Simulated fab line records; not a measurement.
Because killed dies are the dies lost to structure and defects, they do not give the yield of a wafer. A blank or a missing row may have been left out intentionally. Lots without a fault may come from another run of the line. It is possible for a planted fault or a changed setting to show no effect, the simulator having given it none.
One fault seen from 3 desks / flow n5 finfet / each desk holds nothing but its own numbers, with what lay behind them at the end

## THE DEFECT DESK
Lot by lot, what the route's inspections counted, given as the mean of those sampled wafers with a number. A lot is out of limits, marked OUT, if its mean lies more than 4 standard deviations from the usual mean; the brackets give that distance.
Columns: A = raw defect count at N5_BEOL_M10_INSPECT_58, usual 70
lot=L424; first seen here=day 9 09:07; A=91
lot=L425; first seen here=day 11 03:20; A=72
lot=L437; first seen here=day 13 23:54; A=76
lot=L439; first seen here=day 14 01:04; A=78
lot=L445; first seen here=day 15 18:20; A=76
lot=L447; first seen here=day 16 05:04; A=51
This desk's finding: nothing out of limits on any of the 6 lots.

## AT THE TOOL OWNER'S DESK: litho track-01
The tool's own readings at N5_BEOL_M11_COAT_59 (time 60 s, resist thk 100 nm): means of the sampled wafers that have a number, for each lot that ran on this tool. A lot is out of limits, marked OUT, if its mean lies more than 4 standard deviations from the usual mean; the brackets give that distance.
Columns: A = heater power total W at N5_BEOL_M11_COAT_59, usual 500.6 W; B = plate temp C at N5_BEOL_M11_COAT_59, usual 249.98 C
lot=L424; first seen here=day 9 11:24; A=500.2; B=249.99
lot=L437; first seen here=day 14 01:15; A=463.2 (-21) OUT; B=235.71 (-89) OUT
lot=L439; first seen here=day 14 03:40; A=464.8 (-20) OUT; B=235.76 (-89) OUT
This desk's finding: out of limits on L437, L439; first on L437, day 14 01:15 (heater power total W at N5_BEOL_M11_COAT_59). Within limits: L424.

## FROM THE METROLOGY DESK
What the gauges read for every lot (on any tool): the sampled wafers with a number, averaged. A lot is out of limits, marked OUT, if its mean lies more than 4 standard deviations from the usual mean; the brackets give that distance.
Columns: A = M10_THK at N5_BEOL_M10_THK_MEAS_53, usual 142.8 nm; B = M10_RS at N5_BEOL_M10_RS_MEAS_57, usual 0.1512 ohm/sq; C = M11_ILD_THK at N5_BEOL_M11_THK_MEAS_01, usual 268 nm
lot=L424; first seen here=day 9 08:58; A=143.0; B=0.1484; C=271
lot=L425; first seen here=day 11 03:11; A=141.3; B=0.1523; C=269
lot=L437; first seen here=day 13 23:44; A=143.2; B=0.1506; C=265
lot=L439; first seen here=day 14 00:55; A=142.7; B=0.1526; C=268
lot=L445; first seen here=day 15 18:10; A=142.1; B=0.1523; C=267
lot=L447; first seen here=day 16 04:55; A=143.3; B=0.1520; C=270
This desk's finding: nothing out of limits on any of the 6 lots.

## BROUGHT TOGETHER
The tool owner's desk had the chance to raise an alarm at day 14 01:15 on L437, L439.
The defect desk saw nothing out of limits.
From the metrology desk's view, nothing was out of limits.
The defect desk has L437, L439 on record, within its limits.
The metrology desk holds a record of L437, L439, inside its limits.
On litho track-01, each named lot ran N5_BEOL_M11_COAT_59.

## WHAT HAD BEEN PUT IN BY THE SIMULATOR
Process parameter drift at N5_BEOL_M11_COAT_59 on litho track-01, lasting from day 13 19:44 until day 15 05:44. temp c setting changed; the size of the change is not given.
Shown lots that were struck: L437, L439.
Each desk's first reading out of limits, in hours after the fault started: the tool owner's desk, 6.
